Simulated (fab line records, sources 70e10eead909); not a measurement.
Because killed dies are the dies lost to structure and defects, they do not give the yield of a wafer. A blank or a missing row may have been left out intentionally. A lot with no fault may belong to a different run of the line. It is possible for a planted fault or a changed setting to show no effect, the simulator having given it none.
Matching of chambers ; flow nand_harc ; rie_diel-08 running NHARC_A_SLIT_ETCH_29: 4 sister chambers
The step etches the open film in CF4/O2, target depth 100 nm, overetch 10 nm, time 55 s. 4 wafers are shown with their chamber, then 6 later ones without.

== WAFERS PAIRED WITH THEIR CHAMBERS ==
wafer;chamber;rf_vpp_V (V)
L713.2;2;200.2
L713.3;0;197.7
L724.4;1;197.6
L724.5;3;196.8

== WAFERS WITH NO CHAMBER GIVEN ==
wafer;rf_vpp_V (V)
L726.4;197.9
L726.5;198.7
L726.6;200.0
L731.2;199.7
L731.5;196.6
L731.6;200.1

== WHICH CHAMBER EACH WENT THROUGH ==
wafer;from the rows above;in truth
L726.4;can't be placed: 0 or 1 or 3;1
L726.5;can't be placed: 0 or 1 or 2 or 3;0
L726.6;2;2
L731.2;2;2
L731.5;can't be placed: 3 or 1 or 0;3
L731.6;2;2
Placed correctly: 3 of 6. Cannot be placed on the basis of these rows: 3; the candidates contain the true chamber in 3. 0 placed wrongly.
How it was worked out, from the rows above alone: a wafer's distance from a chamber is the root of the sum, over the readings, of the square of ((its reading less the chamber's mean) divided by the reading's scatter). If the next closest chamber is less than 2 further off than the closest, the wafer can't be placed; otherwise it belongs to the closest. A chamber's mean is the mean of its shown wafers. The scatter (one wafer shown for each chamber): square how far every hidden wafer sits from the nearest shown wafer, average those squares and take the square root.
